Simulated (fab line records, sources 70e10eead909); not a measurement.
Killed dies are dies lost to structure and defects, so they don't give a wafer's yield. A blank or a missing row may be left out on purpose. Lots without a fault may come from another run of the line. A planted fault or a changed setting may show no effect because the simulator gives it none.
Which tool did it? | flow nand_harc | 24 lots, 72 wafers sampled, at 3 steps of a route of 1159

WHAT THE GAUGES READ, wafer by wafer
NHARC_P_ZERO_WELL_CD_MEAS_24: target cd 720 nm.
lot  | measured    | on        | cd_nm (nm)
L074 | day 1 14:27 | cd_sem-03 | 720.1 716.4 719.5
L075 | day 1 20:43 | cd_sem-01 | 718.1 717.3 719.9
L076 | day 2 02:34 | cd_sem-01 | 719.7 718.6 721.4
L077 | day 2 08:35 | cd_sem-03 | 718.3 722.2 717.5
L078 | day 2 14:29 | cd_sem-03 | 716.6 718.9 722.8
L079 | day 2 20:36 | cd_sem-01 | 722.5 717.3 720.0
L080 | day 3 02:35 | cd_sem-03 | 718.6 717.4 721.6
L081 | day 3 08:29 | cd_sem-01 | 718.3 720.0 720.3
L082 | day 3 14:35 | cd_sem-03 | 719.5 718.4 722.9
L083 | day 3 20:28 | cd_sem-03 | 719.3 718.9 721.4
L084 | day 4 02:34 | cd_sem-03 | 719.3 717.3 718.8
L085 | day 4 08:20 | cd_sem-01 | 722.8 718.1 721.1
L086 | day 4 14:37 | cd_sem-01 | 721.2 717.8 717.0
L087 | day 4 20:36 | cd_sem-01 | 721.6 719.4 721.2
L088 | day 5 02:37 | cd_sem-02 | 722.1 718.7 719.9
L089 | day 5 08:36 | cd_sem-01 | 718.0 722.5 719.4
L090 | day 5 14:29 | cd_sem-03 | 719.0 719.9 722.0
L091 | day 5 20:47 | cd_sem-03 | 722.4 721.1 719.1
L092 | day 6 02:35 | cd_sem-03 | 718.1 716.5 719.5
L093 | day 6 08:43 | cd_sem-02 | 718.4 721.5 720.4
L094 | day 6 14:28 | cd_sem-01 | 716.4 718.8 717.5
L095 | day 6 20:43 | cd_sem-02 | 719.2 718.1 715.9
L096 | day 7 02:39 | cd_sem-02 | 718.0 721.9 719.2
L097 | day 7 08:28 | cd_sem-02 | 718.5 718.9 723.8

NHARC_P_ZERO_WELL_INSPECT_43.
lot  | measured    | on                | raw_defect_count
L074 | day 1 19:31 | defect_inspect-02 | 8 11 14
L075 | day 2 01:59 | defect_inspect-01 | 32 16 19
L076 | day 2 07:32 | defect_inspect-01 | 19 32 28
L077 | day 2 13:36 | defect_inspect-01 | 4 9 9
L078 | day 2 19:38 | defect_inspect-01 | 5 2 4
L079 | day 3 01:49 | defect_inspect-01 | 18 13 21
L080 | day 3 07:32 | defect_inspect-01 | 11 6 10
L081 | day 3 13:35 | defect_inspect-02 | 10 11 9
L082 | day 3 19:34 | defect_inspect-01 | 12 19 8
L083 | day 4 01:27 | defect_inspect-02 | 9 11 18
L084 | day 4 07:44 | defect_inspect-02 | 11 22 8
L085 | day 4 13:14 | defect_inspect-02 | 6 5 16
L086 | day 4 19:34 | defect_inspect-02 | 6 14 22
L087 | day 5 01:40 | defect_inspect-02 | 7 6 5
L088 | day 5 07:37 | defect_inspect-01 | 13 16 11
L089 | day 5 13:40 | defect_inspect-02 | 2 4 8
L090 | day 5 19:34 | defect_inspect-02 | 16 25 15
L091 | day 6 01:53 | defect_inspect-02 | 11 16 11
L092 | day 6 07:36 | defect_inspect-02 | 12 15 8
L093 | day 6 13:50 | defect_inspect-02 | 14 7 9
L094 | day 6 19:27 | defect_inspect-01 | 24 10 20
L095 | day 7 04:19 | defect_inspect-01 | 16 13 14
L096 | day 7 07:50 | defect_inspect-02 | 13 17 10
L097 | day 7 13:41 | defect_inspect-02 | 20 10 20

WHICH TOOL RAN EACH LOT (tool, then ch and the chambers of the sampled wafers, then the start)
lot  | NHARC_P_ZERO_WELL_DESCUM_54
L074 | rie_diel-01 ch 0,2,3, day 1 17:52
L075 | rie_diel-07 ch 0,1,3, day 2 00:14
L076 | rie_diel-01 ch 1,2, day 2 05:52
L077 | rie_diel-01 ch 1,3, day 2 11:55
L078 | rie_diel-01 ch 1,2,3, day 2 17:51
L079 | rie_diel-09 ch 1,2,3, day 3 00:04
L080 | rie_diel-09 ch 1,2,3, day 3 05:54
L081 | rie_diel-01 ch 1,2,3, day 3 11:57
L082 | rie_diel-09 ch 1,2, day 3 17:56
L083 | rie_diel-01 ch 1,2,3, day 3 23:46
L084 | rie_diel-01 ch 0,2,3, day 4 06:04
L085 | rie_diel-01 ch 0,2,3, day 4 11:34
L086 | rie_diel-09 ch 0,2,3, day 4 17:55
L087 | rie_diel-09 ch 1,2, day 5 00:01
L088 | rie_diel-07 ch 0,1,3, day 5 05:56
L089 | rie_diel-07 ch 0,3, day 5 11:56
L090 | rie_diel-09 ch 2,3, day 5 17:55
L091 | rie_diel-09 ch 1,2,3, day 6 00:14
L092 | rie_diel-01 ch 1,2,3, day 6 05:59
L093 | rie_diel-07 ch 0,1, day 6 12:10
L094 | rie_diel-07 ch 0,1, day 6 17:48
L095 | rie_diel-07 ch 0,1,2, day 7 02:37
L096 | rie_diel-09 ch 2,3, day 7 06:11
L097 | rie_diel-07 ch 1,3, day 7 11:55
- NHARC_P_ZERO_WELL_DESCUM_54: chemistry O2, time 3 s.

WHAT THE TOOLS THEMSELVES READ (means of the sampled wafers that have a number; where no wafer has one, the mark that the record gives instead)
NHARC_P_ZERO_WELL_DESCUM_54.
lot  | tool        | chamber_pressure_mTorr (mTorr) | drypump_motor_current_A (A) | oes_product_au (a.u.) | rf_vpp_V (V) | showerhead_plenum_p_Torr (Torr) | throttle_valve_pct (%)
L074 | rie_diel-01 | 59.99                          | 5.8                         | 1.007                 | 57.2         | 1.87                            | 11.309
L075 | rie_diel-07 | 59.96                          | 5.9                         | 1.004                 | 56.9         | 1.91                            | 11.315
L076 | rie_diel-01 | 60.03                          | 6.0                         | 1.008                 | 56.6         | 1.82                            | 11.299
L077 | rie_diel-01 | 60.03                          | 5.3                         | 1.026                 | 58.0         | 1.92                            | 11.307
L078 | rie_diel-01 | 60.07                          | 5.8                         | 1.018                 | 57.3         | 1.88                            | 11.305
L079 | rie_diel-09 | 60.02                          | 5.2                         | 0.985                 | 58.3         | 1.93                            | 11.308
L080 | rie_diel-09 | 60.03                          | 5.2                         | 0.986                 | 58.5         | 1.93                            | 11.308
L081 | rie_diel-01 | 60.01                          | 5.8                         | 1.019                 | 57.3         | 1.88                            | 11.309
L082 | rie_diel-09 | 59.95                          | 5.2                         | 0.991                 | 58.1         | 1.89                            | 11.314
L083 | rie_diel-01 | 60.07                          | 5.8                         | 1.006                 | 58.0         | 1.88                            | 11.313
L084 | rie_diel-01 | 60.00                          | 5.9                         | 1.010                 | 57.5         | 1.87                            | 11.319
L085 | rie_diel-01 | 60.02                          | 5.8                         | 1.007                 | 57.9         | 1.87                            | 11.313
L086 | rie_diel-09 | 60.00                          | 5.2                         | 0.992                 | 57.9         | 1.88                            | 11.318
L087 | rie_diel-09 | 59.98                          | 5.2                         | 1.008                 | 57.4         | 1.89                            | 11.307
L088 | rie_diel-07 | 60.00                          | 6.0                         | 1.004                 | 57.3         | 1.91                            | 11.310
L089 | rie_diel-07 | 59.98                          | 5.9                         | 1.000                 | 57.9         | 1.96                            | 11.316
L090 | rie_diel-09 | 60.00                          | 5.3                         | 0.987                 | 57.7         | 1.97                            | 11.313
L091 | rie_diel-09 | 59.99                          | 5.2                         | 0.991                 | 57.8         | 1.93                            | 11.312
L092 | rie_diel-01 | 59.92                          | 5.8                         | 1.017                 | 58.0         | 1.88                            | 11.313
L093 | rie_diel-07 | 60.02                          | 5.6                         | 0.997                 | 58.6         | 1.99                            | 11.311
L094 | rie_diel-07 | 59.98                          | 5.6                         | 0.988                 | 58.7         | 1.99                            | 11.311
L095 | rie_diel-07 | 60.01                          | 5.5                         | 0.998                 | 57.5         | 1.99                            | 11.313
L096 | rie_diel-09 | 60.07                          | 5.4                         | 0.986                 | 58.4         | 1.97                            | 11.308
L097 | rie_diel-07 | 60.00                          | 6.3                         | 1.005                 | 57.7         | 1.81                            | 11.316

THE ANSWER, worked out from the rows above alone
Rule: what is usual is taken from the lots themselves. Put in order of their means at a reading, lots are off if they are a third of the lots or fewer, leave a main group of 4 or more, and stand apart from it by a gap of 3 or more times the standard deviation of the main group's means; of several such gaps the widest counts. A main group whose means are all the same, to the digits that the tables above print for the reading, isn't used. A lot without any number at a reading at which 4 lots or more have one is off too. The other lots that the step has rows for count as sound. The gauges are gone through in route order, then the tools' own readings, and for those a lot's mean is taken as printed above. The first step at which some lot is off is used, and at that step the reading that is off furthest; a lot without a number counts as furthest.
No lot is off at any reading shown: from this, nothing can be told.

WHAT THE SIMULATOR HAD PUT IN
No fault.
